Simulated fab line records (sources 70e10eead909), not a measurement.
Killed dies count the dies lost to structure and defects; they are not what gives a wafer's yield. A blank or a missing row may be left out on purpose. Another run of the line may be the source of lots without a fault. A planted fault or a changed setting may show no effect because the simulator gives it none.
Matching of chambers -- flow nand_harc -- rie_diel-12 running NHARC_A_CONTACT_DESCUM_13: 4 sister chambers
The step chemistry O2, time 3 s. 4 wafers are shown with their chamber, then 8 later ones without.

## WAFERS WITH THEIR CHAMBER
wafer,chamber,showerhead_plenum_p_Torr (Torr)
L075.6,2,2.04
L080.2,3,1.97
L080.5,0,1.77
L086.1,1,1.83

## WAFERS WHOSE CHAMBER IS MISSING
wafer,showerhead_plenum_p_Torr (Torr)
L086.3,2.04
L086.4,1.97
L094.1,1.77
L094.2,1.83
L094.4,1.97
L097.2,1.77
L097.3,1.82
L097.6,1.82

## CHAMBER TAKEN BY EACH
wafer,from the rows above,in truth
L086.3,2,2
L086.4,3,3
L094.1,0,0
L094.2,1,1
L094.4,3,3
L097.2,0,0
L097.3,1,1
L097.6,1,1
8 of 8 placed correctly. Number that these rows cannot place: 0. Placed wrongly: 0.
How it was worked out, from the rows above alone: a wafer's distance from a chamber is the root of the sum, over the readings, of the square of ((its reading less the chamber's mean) divided by the reading's scatter). If the next closest chamber is less than 2 further off than the closest, the wafer can't be placed; otherwise it belongs to the closest. Each chamber's mean is taken over the wafers shown for it. The scatter (one wafer shown for each chamber): square how far every hidden wafer sits from the nearest shown wafer, average those squares and take the square root.
